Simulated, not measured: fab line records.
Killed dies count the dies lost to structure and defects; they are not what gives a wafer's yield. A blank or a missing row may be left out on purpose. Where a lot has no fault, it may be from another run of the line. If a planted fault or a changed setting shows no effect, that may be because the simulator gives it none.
Comparing a struck lot with a sound one	flow n5 finfet	16 out of 1938 route steps
Sound: these wafers, L587.1, L587.2, L587.4. Struck: wafers L585.4, L585.5, L585.6. Last of all comes the cause.
Per side, at each step with rows, come the tool, then ch with its chambers, and then its first start. Under that, the readings that differ: sound wafers	struck wafers	difference of the means	sigmas: that difference in standard deviations of wafers without a fault.
alike: same words and numbers on both sides, and readings whose means sit less than 2 such deviations apart. not compared: any withheld reading, any reading some wafer has no value for, any bound like >300 that may hide the same value, and any number with overlapping values for which the record gives no deviation.
Wherever a step has rows on one side only, a row that says differs or no value, or a row with sigmas, the two part there. When numbers do not overlap yet have no deviation, they are printed without sigmas and do not part them. A reading that every wafer of one side lacks parts them only if that side has two wafers or more.

first, 11 steps without rows for these wafers: N5_BEOL_M0_SAQP_STRIP_115 (strips in post etch residue remover, time 60 s); N5_BEOL_M0_SAQP_SRD_93 (time 30 s); N5_BEOL_M0_SAQP_RECESS_114 (chemistry HF/NH3, target SiO2, target depth 14.4 nm, afs cycles 3, sublimation time 60 s); N5_BEOL_M0_SAQP_SPACER1_ALD_98 (deposits SiO2, target thk 12.8 nm, pulse time 1 s, purge time 2 s); N5_BEOL_M0_SAQP_SPACER1_ETCHBACK_99 (etches SiO2 in CHF3/O2, target depth 15.4 nm, time 7.7 s); N5_BEOL_M0_SAQP_MANDREL1_REMOVE_100 (chemistry HBr/Cl2/O2, target a-Si, stops on SiNx, bt time 10 s); N5_BEOL_M0_SAQP_ETCH_101 (etches SiNx in CH3F/O2, target depth 29.9 nm, time 42.7 s); N5_BEOL_M0_SAQP_ETCH_102 (etches SiO2 in CF4, target depth 4 nm, time 4.4 s); N5_BEOL_M0_SAQP_MANDREL_ETCH_103 (etches a-Si in HBr/Cl2, stops on SiCN, target depth 45 nm, bt time 10 s, time 27 s); N5_BEOL_M0_SAQP_RECESS_104 (chemistry HF/NH3, target SiO2, target depth 18 nm, afs cycles 3, sublimation time 60 s); N5_BEOL_M0_SAQP_COAT_105 (time 60 s, resist thk 100 nm).
N5_BEOL_M0_SAQP_ETCH_106: etches SOC in N2/H2, stops on SiNx, target depth 150 nm.
  sound on rie diel-05 ch 1,2,3, day 11 09:40; struck on rie diel-04 ch 1,2,3, day 10 18:42
  no value came back on the struck wafers for any of 8 readings (bias w (W), chamber pressure mTorr (mTorr) and others); on the sound wafers bias w (W) reads 60.97 61.03 61.20
reading	sound	struck	difference	sigmas
model.SOC_of_BEOL_M0_SAQP_COAT_105.thk nm (nm)	22.4 22.2 22.4	100 100 99.6	+78	
N5_BEOL_M0_SAQP_ETCH_107: etches SiNx in CH3F/O2, target depth 30 nm.
  sound on rie diel-05 ch 1,2,3, day 11 09:44; struck on rie diel-04 ch 1,2,3, day 10 18:46
reading	sound	struck	difference	sigmas
model.SOC_of_BEOL_M0_SAQP_COAT_105.thk nm (nm)	11.6 11.2 11.6	89.2 89.4 89	+77.7	
  alike: CH3F_flow_sccm, O2_flow_sccm, drypump motor current A, oes product au, rf vpp V, showerhead plenum p Torr, throttle valve pct
  not compared: rf hours counter h
then, 1 step without rows for these wafers: N5_BEOL_M0_SAQP_STRIP_108 (strips in N2/H2).
N5_BEOL_M4_RC_MEAS_101:
  the record has rows for the sound wafers here (prober-01 ch 0, day 16 21:06) and none for the struck ones
-- the record jumps here: 9 days lie between the struck wafers' starts before and after (it left off in module BEOL_M4 and takes up again in module PASSIVATION, whose first step shown is number 1936 of the route) --
N5_PASSIVATION_PROBE_49:
  rows exist in the record for the struck wafers here (prober-01, day 20 04:19), but not for the sound ones

WHERE THEY PART
First at N5_BEOL_M0_SAQP_ETCH_106; last, within this record, at N5_PASSIVATION_PROBE_49.

WHY: what the simulator had put in
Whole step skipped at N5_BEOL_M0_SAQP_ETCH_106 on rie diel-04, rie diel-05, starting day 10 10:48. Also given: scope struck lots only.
